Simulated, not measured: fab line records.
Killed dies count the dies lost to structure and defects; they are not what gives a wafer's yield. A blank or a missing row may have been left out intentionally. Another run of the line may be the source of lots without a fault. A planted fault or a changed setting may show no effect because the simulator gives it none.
fab line records	flow n5-finfet
record: lots: 7	wafers: 39
route steps=1938 shown BEOL_M8@1344
start-h: hours from the record's opening day to when the first of the lot's shown wafers began	wait-h: hours elapsed since this lot's preceding step	" same as the row above	L1.1+2: one row covering several wafers at once	- no value present, or no start provided	* or withheld: withheld	< > ~ a bound
route shown NAME@n: names a module that has steps shown in the file, with the first one's number in the route	usual: the fault-free wafers' mean and standard deviation	same: alike in all rows	chamber/n: place in a boat	sites: each site's reading	_std_site: standard deviation across them	_edge_site: mean of outer sites minus mean of inner sites	radius-mm: how far each site lies from the wafer's centre	mask NAME#n: copy n	behind: the last tool/chamber to shape the wafer	hold: why the lot went on hold/how many hours it stayed there/how the hold came to an end	device: names the non-switching transistor (n, p or np)	end of line: tests run on the same wafers once the route is complete	for a step that has no rows: nothing shown but its recipe	killed: the dies lost at the first sort to structure and to defects; this is not the yield of the wafer	map: a wafer's dies, marking killed ones x, the rest . and places with no die _
set.NAME: the setting the step ran with; set.NAME@STEP: the setting that earlier step ran with	model.NAME: the simulator's own value behind a step, which no gauge read
lots whose settings were changed on purpose; a table a step, a row a wafer
== steps ==
step: N5_BEOL_M8_DEVELOP_10
recipe: develop-time-s: 30	developer: TMAH	resist: CAR-ArF	rinse-liquid: diw	dry: air-spin	dev-temp-c: 23
lot.wafer	tool	chamber	start-h	wait-h	set.develop-time-s
L074.1+5+6	litho-track-04	0	-	-	19.02
L074.2+3+4	"	0	"	"	30
L075.1+5+6	litho-track-04	0	-	-	30
L075.2+3+4	"	0	"	"	46.2
L078.1+3+4	litho-track-04	0	-	-	30
L078.2+5+6	"	0	"	"	43.03
L079.1+2+6	litho-track-04	0	-	-	30
L082.1+3+5	litho-track-02	0	-	-	46.87
L082.2+4+6	"	0	"	"	30
L085.1+4+6	litho-track-04	0	-	-	41.16
L085.2+3+5	"	0	"	"	30
L090.1+2+3+4+5+6	litho-track-04	0	-	-	30
step: N5_BEOL_M8_CD_MEAS_11
recipe: target-cd-nm: 38.5	landing-energy-ev: 500	detector: se-inlens	polarity: opening
usual: cd-nm: 38.5/0.4
lot.wafer	tool	chamber	start-h	wait-h	set.develop-time-s@BEOL_M8_DEVELOP_10	cd-nm
L074.1	cd-sem-03	0	200.47	-	19.02	36.3
L074.2	"	0	"	"	30	38.3
L074.3	"	0	"	"	30	38.8
L074.4	"	0	"	"	30	37.7
L074.5	"	0	"	"	19.02	36.8
L074.6	"	0	"	"	19.02	36.7
L075.1	cd-sem-02	0	201.41	-	30	37.7
L075.2	"	0	"	"	46.2	39.6
L075.3	"	0	"	"	46.2	40.2
L075.4	"	0	"	"	46.2	40.3
L075.5	"	0	"	"	30	37.8
L075.6	"	0	"	"	30	37.7
L078.1	cd-sem-02	0	222.71	-	30	38.5
L078.2	"	0	"	"	43.03	40.0
L078.3	"	0	"	"	30	38.4
L078.4	"	0	"	"	30	38.1
L078.5	"	0	"	"	43.03	39.7
L078.6	"	0	"	"	43.03	40.3
L079.1	cd-sem-03	0	244.83	-	30	38.6
L079.2	"	0	"	"	30	38.5
L079.6	"	0	"	"	30	38.6
L082.1	cd-sem-01	0	245.65	-	46.87	39.5
L082.2	"	0	"	"	30	38.6
L082.3	"	0	"	"	46.87	39.7
L082.4	"	0	"	"	30	38.7
L082.5	"	0	"	"	46.87	40.0
L082.6	"	0	"	"	30	38.0
L085.1	cd-sem-02	0	279.61	-	41.16	40.2
L085.2	"	0	"	"	30	39.0
L085.3	"	0	"	"	30	39.0
L085.4	"	0	"	"	41.16	40.4
L085.5	"	0	"	"	30	38.1
L085.6	"	0	"	"	41.16	39.9
L090.1	cd-sem-03	0	303.47	-	30	38.8
L090.2	"	0	"	"	30	38.8
L090.3	"	0	"	"	30	38.8
L090.4	"	0	"	"	30	38.7
L090.5	"	0	"	"	30	38.2
L090.6	"	0	"	"	30	38.2
step: N5_BEOL_M8_DESCUM_16
recipe: chemistry: O2	time-s: 7.9	source-power-w: 50	bias-power-w: 20	pressure-mtorr: 20	rf-frequency-hz: 2.712e+07	temp-c: 40	resist: CAR-ArF	o2-flow-sccm: 225
step: N5_BEOL_M8_ETCH_61
recipe: chemistry: CF4	target: SiARC	target-depth-a: 455	mask-material: CAR-ArF	time-s: 75.8	ion-energy-ev: 80	pressure-mtorr: 40	source-w: 545	bias-w: 36	Ar_flow_sccm: 100	cf4-flow-sccm: 100	ends: cleared
lot.wafer	tool	chamber	start-h	wait-h	set.develop-time-s@BEOL_M8_DEVELOP_10	model.BEOL_M8.cd-offset-nm
L074.1	rie-diel-05	3	200.97	0.0	19.02	-2.2
L074.2	"	2	"	"	30	-0.4
L074.3	"	1	"	"	30	0.4
L074.4	"	0	"	"	30	-0.6
L074.5+6	"	2,1	"	"	19.02	-2
L075.1	rie-diel-05	3	201.53	0.0	30	-0.8
L075.2	"	1	"	"	46.2	0.6
L075.3	"	2	"	"	46.2	1.4
L075.4	"	0	"	"	46.2	1.6
L075.5+6	"	3,0	"	"	30	-0.4
L078.1	rie-diel-05	3	222.88	0.0	30	0
L078.2+6	"	2,1	"	"	43.03	1.4
L078.3	"	1	"	"	30	-0.6
L078.4	"	0	"	"	30	-0.4
L078.5	"	0	"	"	43.03	1.6
L079.1+2+6	rie-diel-03	0,2,0	244.97	0.0	30	0.2
L082.1+5	rie-diel-04	3,2	246.04	0.0	46.87	1.4
L082.2	"	2	"	"	30	-0.4
L082.3	"	0	"	"	46.87	1.2
L082.4	"	1	"	"	30	0
L082.6	"	1	"	"	30	-0.2
L085.1+6	rie-diel-03	0,2	279.73	0.0	41.16	1.4
L085.2	"	2	"	"	30	0.4
L085.3	"	3	"	"	30	0.6
L085.4	"	1	"	"	41.16	1.8
L085.5	"	1	"	"	30	-0.4
L090.1+4	rie-diel-03	0,1	303.77	0.0	30	0
L090.2+5+6	"	2,2,1	"	"	30	-0.2
L090.3	"	3	"	"	30	0.2
step: N5_BEOL_M8_ETCH_62
recipe: chemistry: N2/H2	target: SOC	target-depth-a: 1100	overetch-a: 220	mask-material: SiARC	temp-c: 40	time-s: 165	ion-energy-ev: 200	pressure-mtorr: 30	source-w: 840	bias-w: 150	n2-flow-sccm: 200	h2-flow-sccm: 200
lot.wafer	tool	chamber	start-h	wait-h	set.develop-time-s@BEOL_M8_DEVELOP_10	model.BEOL_M8.cd-offset-nm
L074.1	rie-diel-05	3	201.02	0.0	19.02	-2.2
L074.2	"	2	"	"	30	-0.4
L074.3	"	1	"	"	30	0.4
L074.4	"	0	"	"	30	-0.6
L074.5+6	"	2,1	"	"	19.02	-2
L075.1	rie-diel-05	3	201.59	0.0	30	-1
L075.2	"	1	"	"	46.2	0.4
L075.3	"	2	"	"	46.2	1.2
L075.4	"	0	"	"	46.2	1.4
L075.5+6	"	3,0	"	"	30	-0.6
L078.1	rie-diel-05	3	222.94	0.0	30	-0.4
L078.2	"	2	"	"	43.03	1.6
L078.3	"	1	"	"	30	-1
L078.4	"	0	"	"	30	-0.6
L078.5	"	0	"	"	43.03	1.4
L078.6	"	1	"	"	43.03	1.2
L079.1+6	rie-diel-03	0	245.02	0.0	30	0.2
L079.2	"	2	"	"	30	0
L082.1+5	rie-diel-04	3,2	246.10	0.0	46.87	1.4
L082.2+4+6	"	2,1,1	"	"	30	-0.2
L082.3	"	0	"	"	46.87	1.2
L085.1	rie-diel-03	0	279.79	0.0	41.16	1.4
L085.2	"	2	"	"	30	0.2
L085.3	"	3	"	"	30	0.6
L085.4	"	1	"	"	41.16	1.8
L085.5	"	1	"	"	30	-0.4
L085.6	"	2	"	"	41.16	1.2
L090.1	rie-diel-03	0	303.82	0.0	30	0.2
L090.2+6	"	2,1	"	"	30	-0.4
L090.3+4	"	3,1	"	"	30	0
L090.5	"	2	"	"	30	-0.2
step: N5_BEOL_M8_STRIP_68
recipe: chemistry: N2/H2	temp-c: 40	n2-flow-sccm: 200	h2-flow-sccm: 200	rf-frequency-hz: 6e+07
step: N5_BEOL_M8_STRIP_67
recipe: chemistry: CF4	resist: SiARC	power-w: 300	bias-power-w: 75	pressure-mtorr: 50	cf4-flow-sccm: 150	rf-frequency-hz: 6e+07
step: N5_BEOL_M8_HM_OPEN_17
recipe: chemistry: Cl2/BCl3	target-depth-a: 200	overetch-a: 60	target: TiN	mask-material: SOC	ion-energy-ev: 150	pressure-mtorr: 10	icp-w: 1000	bias-w: 126	Cl2_flow_sccm: 53.25	bcl3-flow-sccm: 21.75	Ar_flow_sccm: 25
lot.wafer	tool	chamber	start-h	wait-h	set.develop-time-s@BEOL_M8_DEVELOP_10	model.BEOL_M8.cd-offset-nm
L074.1	rie-metal-01	1	201.21	0.0	19.02	-2.2
L074.2	"	0	"	"	30	-0.2
L074.3	"	1	"	"	30	0.4
L074.4	"	0	"	"	30	-0.6
L074.5+6	"	1,0	"	"	19.02	-2
L075.1	rie-metal-03	0	201.77	0.0	30	-1
L075.2	"	1	"	"	46.2	0.4
L075.3	"	0	"	"	46.2	1.4
L075.4	"	1	"	"	46.2	1.6
L075.5	"	1	"	"	30	-0.6
L075.6	"	0	"	"	30	-0.4
L078.1	rie-metal-01	1	223.12	0.0	30	-0.2
L078.2+5	"	0,1	"	"	43.03	1.6
L078.3	"	0	"	"	30	-0.8
L078.4	"	1	"	"	30	-0.6
L078.6	"	0	"	"	43.03	1.2
L079.1+6	rie-metal-02	1	245.21	0.0	30	0.2
L079.2	"	0	"	"	30	-0.2
L082.1	rie-metal-03	1	246.29	0.0	46.87	1.6
L082.2+4	"	0,1	"	"	30	-0.2
L082.3+5	"	0,1	"	"	46.87	1.4
L082.6	"	0	"	"	30	0
L085.1	rie-metal-01	1	279.98	0.0	41.16	1.4
L085.2	"	0	"	"	30	0.2
L085.3	"	0	"	"	30	0.6
L085.4	"	1	"	"	41.16	1.8
L085.5	"	0	"	"	30	-0.4
L085.6	"	1	"	"	41.16	1.2
L090.1	rie-metal-01	0	304.01	0.0	30	0.2
L090.2	"	1	"	"	30	-0.2
L090.3+4+5	"	0,1,0	"	"	30	0
L090.6	"	1	"	"	30	-0.4
step: N5_BEOL_M8_STRIP_19
recipe: chemistry: O2	power-w: 400	temp-c: 40	pressure-mtorr: 30	rf-frequency-hz: 6e+07	bias-power-w: 0	overash-fraction: 0.2	o2-flow-sccm: 225
step: N5_BEOL_M8_CD_MEAS_18
recipe: pitch-nm: 80	target-cd-nm: 40
usual: cd-nm: 39.9/0.42
lot.wafer	tool	chamber	start-h	wait-h	set.develop-time-s@BEOL_M8_DEVELOP_10	cd-nm
L074.1	cd-sem-03	-	201.39	0.0	19.02	37.7
L074.2	"	-	"	"	30	39.9
L074.3	"	-	"	"	30	40.2
L074.4	"	-	"	"	30	39.5
L074.5	"	-	"	"	19.02	37.9
L074.6	"	-	"	"	19.02	37.6
L075.1	cd-sem-02	-	201.96	0.0	30	38.9
L075.2	"	-	"	"	46.2	40.2
L075.3	"	-	"	"	46.2	41.8
L075.4	"	-	"	"	46.2	41.7
L075.5	"	-	"	"	30	39.5
L075.6	"	-	"	"	30	39.4
L078.1	cd-sem-01	-	223.30	0.0	30	39.6
L078.2	"	-	"	"	43.03	41.9
L078.3	"	-	"	"	30	39.2
L078.4	"	-	"	"	30	39.6
L078.5	"	-	"	"	43.03	41.7
L078.6	"	-	"	"	43.03	41.3
L079.1	cd-sem-03	-	245.39	0.0	30	40.0
L079.2	"	-	"	"	30	39.7
L079.6	"	-	"	"	30	40.3
L082.1	cd-sem-01	-	246.47	0.1	46.87	41.3
L082.2	"	-	"	"	30	39.9
L082.3	"	-	"	"	46.87	41.5
L082.4	"	-	"	"	30	39.8
L082.5	"	-	"	"	46.87	41.2
L082.6	"	-	"	"	30	40.4
L085.1	cd-sem-02	-	280.16	0.0	41.16	41.5
L085.2	"	-	"	"	30	40.2
L085.3	"	-	"	"	30	40.7
L085.4	"	-	"	"	41.16	41.6
L085.5	"	-	"	"	30	39.9
L085.6	"	-	"	"	41.16	42.1
L090.1	cd-sem-03	-	304.20	0.1	30	40.1
L090.2	"	-	"	"	30	39.8
L090.3	"	-	"	"	30	39.8
L090.4	"	-	"	"	30	39.8
L090.5	"	-	"	"	30	40.2
L090.6	"	-	"	"	30	39.2
step: N5_BEOL_M8_COAT_63
recipe: resist: SOC	temp-c: 250	time-s: 60	spin-rpm: 1500	resist-thk-nm: 60
step: N5_BEOL_M8_COAT_64
recipe: resist: SiARC	temp-c: 220	time-s: 60	spin-rpm: 1500	resist-thk-nm: 12
step: N5_BEOL_M8_PRECLEAN_42
recipe: chemistry: residue-remover	time-s: 60	temp-c: 40
step: N5_BEOL_M8_SRD_43
recipe: time-s: 30	temp-c: 23	rinse-liquid: diw	dry: ipa-marangoni
step: N5_BEOL_M8_CD_MEAS_35
recipe: target-cd-nm: 40	polarity: opening
usual: cd-nm: 39.9/0.46
lot.wafer	tool	chamber	start-h	wait-h	set.develop-time-s@BEOL_M8_DEVELOP_10	cd-nm
L074.1	cd-sem-03	-	202.45	0.0	19.02	38.0
L074.2	"	-	"	"	30	39.4
L074.3	"	-	"	"	30	40.2
L074.4	"	-	"	"	30	39.6
L074.5	"	-	"	"	19.02	38.2
L074.6	"	-	"	"	19.02	38.2
L075.1	cd-sem-02	-	204.98	0.0	30	39.4
L075.2	"	-	"	"	46.2	40.6
L075.3	"	-	"	"	46.2	41.2
L075.4	"	-	"	"	46.2	41.7
L075.5	"	-	"	"	30	39.1
L075.6	"	-	"	"	30	39.3
L078.1	cd-sem-01	-	224.47	0.0	30	39.7
L078.2	"	-	"	"	43.03	41.5
L078.3	"	-	"	"	30	38.8
L078.4	"	-	"	"	30	39.4
L078.5	"	-	"	"	43.03	41.5
L078.6	"	-	"	"	43.03	41.1
L079.1	cd-sem-01	-	246.62	0.0	30	40.2
L079.2	"	-	"	"	30	39.6
L079.6	"	-	"	"	30	40.1
L082.1	cd-sem-01	-	247.81	0.0	46.87	41.3
L082.2	"	-	"	"	30	39.6
L082.3	"	-	"	"	46.87	41.3
L082.4	"	-	"	"	30	39.8
L082.5	"	-	"	"	46.87	41.1
L082.6	"	-	"	"	30	40.1
L085.1	cd-sem-01	-	282.27	0.0	41.16	41.8
L085.2	"	-	"	"	30	40.4
L085.3	"	-	"	"	30	40.3
L085.4	"	-	"	"	41.16	41.9
L085.5	"	-	"	"	30	39.9
L085.6	"	-	"	"	41.16	41.0
L090.1	cd-sem-01	-	305.34	0.0	30	40.0
L090.2	"	-	"	"	30	39.3
L090.3	"	-	"	"	30	40.3
L090.4	"	-	"	"	30	39.9
L090.5	"	-	"	"	30	40.0
L090.6	"	-	"	"	30	39.2
== key ==
split: step: N5_BEOL_M8_DEVELOP_10	setting: develop-time-s	stated: 30	by: wafer
response: step: N5_BEOL_M8_CD_MEAS_11	reading: cd-nm	change: +0.036	per: 1%	r: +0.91
response: step: N5_BEOL_M8_ETCH_61	reading: model.BEOL_M8.cd-offset-nm	change: +0.0352	per: 1%	r: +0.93
response: step: N5_BEOL_M8_ETCH_62	reading: model.BEOL_M8.cd-offset-nm	change: +0.0363	per: 1%	r: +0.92
response: step: N5_BEOL_M8_HM_OPEN_17	reading: model.BEOL_M8.cd-offset-nm	change: +0.0369	per: 1%	r: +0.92
response: step: N5_BEOL_M8_CD_MEAS_18	reading: cd-nm	change: +0.0378	per: 1%	r: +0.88
response: step: N5_BEOL_M8_CD_MEAS_35	reading: cd-nm	change: +0.0354	per: 1%	r: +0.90
